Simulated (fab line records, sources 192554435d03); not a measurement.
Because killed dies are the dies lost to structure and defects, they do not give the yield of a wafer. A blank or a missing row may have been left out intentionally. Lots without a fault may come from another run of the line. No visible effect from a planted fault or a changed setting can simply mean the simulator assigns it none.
Chamber matching | flow n5-finfet | N5_FIN_CUT_CUT_ETCH_28 on rie-si-05: 4 sister chambers
The step etches Si in HBr/Cl2/O2, target depth 6 nm, time 2.4 s. 18 wafers are shown with their chamber, then 9 later ones without.

## WAFERS WITH THEIR CHAMBER
wafer  | chamber | drypump-motor-current-A (A) | throttle-valve-pct (%) | oes-product-au (a.u.)
L075.3 | 2       | 5.5                         | 37.03                  | 0.993
L075.5 | 2       | 5.5                         | 37.03                  | 0.990
L075.6 | 1       | 5.3                         | 37.06                  | 1.038
L079.1 | 2       | 5.5                         | 37.02                  | 0.996
L079.2 | 1       | 5.3                         | 37.07                  | 1.031
L079.3 | 3       | 5.7                         | 37.12                  | 0.983
L079.4 | 0       | 6.0                         | 37.28                  | 0.999
L079.5 | 1       | 5.3                         | 37.08                  | 1.031
L079.6 | 2       | 5.5                         | 37.02                  | 1.000
L080.1 | 2       | 5.5                         | 37.01                  | 0.995
L080.2 | 3       | 5.6                         | 37.09                  | 0.994
L080.6 | 2       | 5.5                         | 37.02                  | 1.005
L083.1 | 0       | 6.0                         | 37.27                  | 1.001
L083.3 | 3       | 5.7                         | 37.11                  | 0.994
L083.5 | 0       | 6.0                         | 37.27                  | 1.000
L084.1 | 0       | 6.0                         | 37.28                  | 0.995
L084.3 | 1       | 5.2                         | 37.09                  | 1.029
L084.5 | 0       | 6.0                         | 37.28                  | 1.003

SIGNATURES, as means of the wafers listed above
reading                 | chamber 0 | chamber 1 | chamber 2 | chamber 3 | scatter within a chamber
drypump-motor-current-A | 6.000     | 5.275     | 5.500     | 5.667     | 0.0318
throttle-valve-pct      | 37.2760   | 37.0750   | 37.0217   | 37.1067   | 0.00989
oes-product-au          | 0.99960   | 1.03225   | 0.99650   | 0.99033   | 0.00466
Rule: for each reading, subtract the chamber's mean from the wafer's reading, divide by that reading's scatter and square the result; add these up over the readings and take the root, which gives the wafer's distance from the chamber. The wafer belongs to the nearest chamber; if the next one is less than 2 further off, it can't be placed. The scatter: the root of (the sum of the squares of (reading less its chamber's mean) over the shown wafers, divided by (wafers less chambers)).

## WAFERS WHOSE CHAMBER IS MISSING
wafer  | drypump-motor-current-A (A) | throttle-valve-pct (%) | oes-product-au (a.u.)
L091.1 | 5.7                         | 37.12                  | 0.996
L091.2 | 5.5                         | 37.03                  | 0.998
L091.5 | 5.9                         | 37.27                  | 0.998
L092.1 | 5.6                         | 37.10                  | 0.992
L092.4 | 6.0                         | 37.28                  | 0.999
L092.5 | 5.6                         | 37.11                  | 0.999
L096.1 | 5.7                         | 37.11                  | 0.993
L096.2 | 5.5                         | 37.03                  | 0.994
L096.6 | 6.0                         | 37.27                  | 0.997

## WHICH CHAMBER EACH ONE RAN IN
wafer  | from the rows above | in truth
L091.1 | 3                   | 3
L091.2 | 2                   | 2
L091.5 | 0                   | 0
L092.1 | 3                   | 3
L092.4 | 0                   | 0
L092.5 | 3                   | 3
L096.1 | 3                   | 3
L096.2 | 2                   | 2
L096.6 | 0                   | 0
9 of 9 placed correctly. Left unplaced by these rows: 0. 0 placed wrongly.
